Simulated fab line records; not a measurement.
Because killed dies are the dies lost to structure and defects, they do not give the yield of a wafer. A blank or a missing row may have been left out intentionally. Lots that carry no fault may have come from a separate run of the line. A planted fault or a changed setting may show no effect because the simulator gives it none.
Matching of chambers | flow n5-finfet | 3 sister chambers for N5_BEOL_M5_DEP_56 on pecvd-03
The step deposits SiCN from 3MS/NH3, target thk 8 nm, time 14 s. 3 wafers are shown with their chamber, then 7 later ones without.

EACH WAFER AND ITS CHAMBER
wafer  | chamber | throttle-valve-pct (%)
L085.3 | 2       | 8.7
L093.1 | 0       | 10.3
L093.3 | 1       | 9.3

WAFERS WITH NO CHAMBER GIVEN
wafer  | throttle-valve-pct (%)
L093.6 | 9.4
L094.1 | 10.2
L094.2 | 9.3
L094.3 | 8.8
L097.1 | 8.9
L097.3 | 9.4
L097.6 | 9.4

WHICH CHAMBER EACH ONE RAN IN
wafer  | from the rows above     | in truth
L093.6 | 1                       | 1
L094.1 | 0                       | 0
L094.2 | 1                       | 1
L094.3 | 2                       | 2
L097.1 | can't be placed: 2 or 1 | 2
L097.3 | 1                       | 1
L097.6 | 1                       | 1
Correctly placed: 6 of 7. Not placeable from these rows: 1 (in 1, the candidates include the true chamber). Placed wrongly: 0.
How it was worked out, from the rows above alone: a wafer's distance from a chamber is the root of the sum, over the readings, of the square of ((its reading less the chamber's mean) divided by the reading's scatter). If the next closest chamber is less than 2 further off than the closest, the wafer can't be placed; otherwise it belongs to the closest. For every chamber, the mean is computed from those of its wafers that are shown. The scatter (one wafer shown for each chamber): square how far every hidden wafer sits from the nearest shown wafer, average those squares and take the square root.
